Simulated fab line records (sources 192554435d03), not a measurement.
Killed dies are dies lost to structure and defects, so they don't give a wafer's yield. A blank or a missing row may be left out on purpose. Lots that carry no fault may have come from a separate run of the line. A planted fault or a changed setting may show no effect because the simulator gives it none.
Comparing a struck lot with a sound one    flow n5_finfet    14 out of 1938 route steps
Sound: wafers L813.2, L813.3, L813.6. Struck: wafer L803.4. (L803.3, L803.6 of the same lot were not struck and are left out.) The cause comes at the end.
For every step that has rows: the tool of each side, followed by ch and its chambers, followed by its first start. Under that, the readings that differ: sound wafers    struck wafers    difference of the means    sigmas: that difference in standard deviations of wafers without a fault.
alike: readings whose means differ by less than 2 such deviations, and words and numbers that are the same on both sides. not compared: withheld readings, readings that some wafer has no value for, bounds like >300 that may hide the same value, and numbers for which the record gives no deviation and whose values overlap.
A row with sigmas, a row that says differs or no value, or rows on one side alone: a step with any of these is where the two part. Numbers that don't overlap but have no deviation are shown without sigmas and don't part them. A reading that every wafer of one side lacks parts them only if that side has two wafers or more.

N5_BEOL_M13_OCD_MEAS_35:
  struck on ocd-01, day 14 00:37; sound on ocd-02, day 15 13:39
  alike: trench_depth_nm
N5_BEOL_M13_STRIP_37: strips in N2/H2.
  sound on plasma_asher-01 ch 0,1, day 15 13:41; struck on plasma_asher-02 ch 1, day 14 00:40
reading             sound        struck  difference  sigmas
heater_power_w (W)  349 296 303  370     +54         +2
  alike: drypump_motor_current_A, oes_product_au
  not compared: rf_hours_counter_h
then, 3 steps without rows for these wafers: N5_BEOL_M13_ETCH_38 (etches SiCN in CF4/N2, target depth 67.5 nm, time 71.9 s); N5_BEOL_M13_PRECLEAN_39 (cleans in residue remover, time 60 s); N5_BEOL_M13_SRD_40 (time 30 s, dry time 30 s).
N5_BEOL_M13_DEGAS_41: time 60 s.
  struck on pvd_sputter-02, day 14 02:29; sound on pvd_sputter-02, day 15 15:26
  alike: heater_power_w
then, 1 step without rows for these wafers: N5_BEOL_M13_PRE_CLEAN_42 (time 30 s).
N5_BEOL_M13_SPUTTER_43: material TaN, target thk 15 nm, time 24.19 s.
  struck on pvd_sputter-02, day 14 02:34; sound on pvd_sputter-02, day 15 15:31
  alike: throttle_valve_pct
N5_BEOL_M13_SPUTTER_44: material Ta, target thk 10 nm, time 16.13 s.
  struck on pvd_sputter-02, day 14 02:39; sound on pvd_sputter-02, day 15 15:35
  alike: throttle_valve_pct
N5_BEOL_M13_SPUTTER_45: material Cu, target thk 80 nm, time 13.33 s.
  struck on pvd_sputter-02, day 14 02:44; sound on pvd_sputter-02, day 15 15:40
  alike: chuck_sensor_temp_C, throttle_valve_pct
then, 2 steps without rows for these wafers: N5_BEOL_M13_ECD_47 (material Cu, target thk 936 nm); N5_BEOL_M13_ANNEAL_48 (time 90 s).
N5_BEOL_M13_CMP_49: polishes, stops on SiOC, t overpolish 17.1 s, target thk 420 nm.
  sound on cmp-03 ch 1,2, day 15 16:26; struck on cmp-02 ch 0, day 14 03:19
reading                       sound           struck  difference  sigmas
barrier_field_endpoint_s (s)  31.7 31.3 32.0  17.0    -14.7       -20
  alike: motor_current_A, overpolish_run_s, platen_rpm
N5_PASSIVATION_PROBE_49:
  struck on prober-01, day 15 09:35; sound on prober-01, day 16 21:44
  alike: defect_limited_yield, killed_at_M0_to_M3, killed_at_M4_up, killed_at_contacts, killed_at_front_end, killed_at_other, killed_dies, killed_open, killed_short, sort_bin_5_function, sort_bin_6_memory, sort_n_pass, sort_yield_pct

## WHERE THEY PART
First at N5_BEOL_M13_STRIP_37; last, within this record, at N5_BEOL_M13_CMP_49. Later steps at which nothing parts them and some readings are alike: N5_PASSIVATION_PROBE_49.

WHY: whatever the simulator had introduced
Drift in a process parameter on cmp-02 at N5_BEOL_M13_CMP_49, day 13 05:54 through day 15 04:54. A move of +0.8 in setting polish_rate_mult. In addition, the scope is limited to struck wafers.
